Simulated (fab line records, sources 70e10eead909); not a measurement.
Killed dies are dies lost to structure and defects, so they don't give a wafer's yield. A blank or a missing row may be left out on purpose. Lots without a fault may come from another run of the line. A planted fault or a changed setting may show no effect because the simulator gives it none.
Chamber matching | flow nand_harc | NHARC_A_M1_PRE_CLEAN_32 on pecvd-04: 3 sister chambers
The step time 12 s. 14 wafers are shown with their chamber, then 7 later ones without.

WAFERS WITH THEIR CHAMBER
wafer  | chamber | heater_power_w (W) | susceptor_temp_C (C)
L078.2 | 2       | 507                | 370.26
L078.5 | 0       | 672                | 369.60
L078.6 | 1       | 581                | 369.58
L082.1 | 2       | 522                | 370.02
L082.4 | 0       | 769                | 369.80
L082.5 | 1       | 626                | 369.60
L091.2 | 2       | 593                | 370.25
L091.5 | 1       | 582                | 369.92
L091.6 | 0       | 656                | 370.06
L090.3 | 1       | 627                | 370.06
L090.4 | 1       | 627                | 370.25
L090.6 | 0       | 731                | 370.13
L094.1 | 1       | 572                | 370.21
L094.3 | 2       | 520                | 369.88

SIGNATURES (means of the wafers above)
reading          | chamber 0 | chamber 1 | chamber 2 | scatter within a chamber
heater_power_w   | 707.00    | 602.50    | 535.50    | 38.6
susceptor_temp_C | 369.8975  | 369.9367  | 370.1025  | 0.254
Rule: a wafer's distance from a chamber is the root of the sum, over the readings, of the square of ((its reading less the chamber's mean) divided by the reading's scatter). The wafer belongs to the nearest chamber; if the next one is less than 2 further off, it can't be placed. The scatter: the root of (the sum of the squares of (reading less its chamber's mean) over the shown wafers, divided by (wafers less chambers)).

WAFERS WITHOUT THEIR CHAMBER
wafer  | heater_power_w (W) | susceptor_temp_C (C)
L094.4 | 768                | 370.26
L096.3 | 746                | 369.86
L096.4 | 518                | 370.24
L096.5 | 593                | 369.68
L097.1 | 606                | 370.04
L097.5 | 741                | 370.43
L097.6 | 611                | 370.14

WHICH CHAMBER EACH WENT THROUGH
wafer  | from the rows above          | in truth
L094.4 | 0                            | 0
L096.3 | 0                            | 0
L096.4 | can't be placed: 2 or 1      | 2
L096.5 | can't be placed: 1 or 2      | 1
L097.1 | can't be placed: 1 or 2      | 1
L097.5 | can't be placed: 0 or 1      | 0
L097.6 | can't be placed: 1 or 2 or 0 | 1
Placed correctly: 2 of 7. Can't be placed from these rows: 5 (the true chamber is among the candidates in 5). Placed wrongly: 0.
